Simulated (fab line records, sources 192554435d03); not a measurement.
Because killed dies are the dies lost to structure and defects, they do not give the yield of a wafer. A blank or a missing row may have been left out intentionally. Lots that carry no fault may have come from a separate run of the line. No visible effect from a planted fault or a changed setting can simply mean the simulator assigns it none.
Chamber matching    flow n5Finfet    4 sister chambers for N5_WELL_APT_DESCUM_30 on rieDiel-01
The step chemistry O2, time 7.9 s. 22 wafers are shown with their chamber, then 11 later ones without.

WAFERS, EACH WITH ITS CHAMBER
wafer   chamber  showerheadPlenumPTorr (Torr)  throttleValvePct (%)  rfVppV (V)
L074.4  1        2.10                          20.41                 243.0
L074.5  3        2.06                          20.82                 243.1
L074.6  2        2.06                          20.35                 241.8
L077.2  3        2.06                          20.82                 241.5
L077.4  0        1.99                          20.51                 242.8
L077.5  0        1.99                          20.53                 241.0
L079.2  1        2.09                          20.42                 241.1
L079.3  3        2.05                          20.85                 243.4
L079.5  1        2.09                          20.44                 243.1
L084.1  2        2.05                          20.38                 242.7
L084.2  1        2.09                          20.47                 245.9
L084.4  0        1.99                          20.53                 240.7
L086.1  2        2.05                          20.39                 243.9
L086.3  1        2.09                          20.47                 241.9
L086.4  2        2.05                          20.39                 243.2
L089.4  2        2.05                          20.38                 243.4
L089.5  1        2.08                          20.48                 243.7
L089.6  2        2.05                          20.40                 241.8
L090.1  0        1.98                          20.56                 240.7
L090.2  2        2.05                          20.40                 241.8
L090.3  3        2.05                          20.34                 243.6
L090.4  1        2.08                          20.49                 244.0

SIGNATURES, as means of the wafers listed above
reading                chamber 0  chamber 1  chamber 2  chamber 3  scatter within a chamber
showerheadPlenumPTorr  1.9875     2.0886     2.0514     2.0550     0.00551
throttleValvePct       20.5325    20.4543    20.3843    20.7075    0.103
rfVppV                 241.300    243.243    242.657    242.900    1.17
Rule: a wafer lies at a distance from a chamber equal to the root of the sum of squares, over the readings, of (its reading less the chamber's mean, divided by the reading's scatter). The wafer belongs to the nearest chamber; if the next one is less than 2 further off, it can't be placed. The scatter: the root of (the sum of the squares of (reading less its chamber's mean) over the shown wafers, divided by (wafers less chambers)).

WAFERS MISSING THEIR CHAMBER
wafer   showerheadPlenumPTorr (Torr)  throttleValvePct (%)  rfVppV (V)
L090.5  1.98                          20.57                 242.2
L090.6  2.08                          20.48                 243.0
L091.1  2.05                          20.35                 244.2
L091.2  1.98                          20.56                 241.9
L091.3  2.05                          20.39                 242.1
L091.4  2.08                          20.48                 243.1
L091.5  1.98                          20.56                 242.2
L091.6  2.08                          20.49                 241.7
L092.1  2.05                          20.35                 242.5
L092.3  1.98                          20.56                 240.3
L092.6  2.05                          20.34                 241.8

EACH ONE'S CHAMBER
wafer    from the rows above   in truth
L090.5   0                     0
L090.6   1                     1
L091.1   2                     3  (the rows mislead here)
L091.2   0                     0
L091.3   2                     2
L091.4   1                     1
L091.5   0                     0
L091.6   1                     1
L092.1   2                     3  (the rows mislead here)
L092.3   0                     0
L092.6   2                     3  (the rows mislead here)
8 of 11 placed correctly. Not placeable from these rows: 0. Wrongly placed: 3.
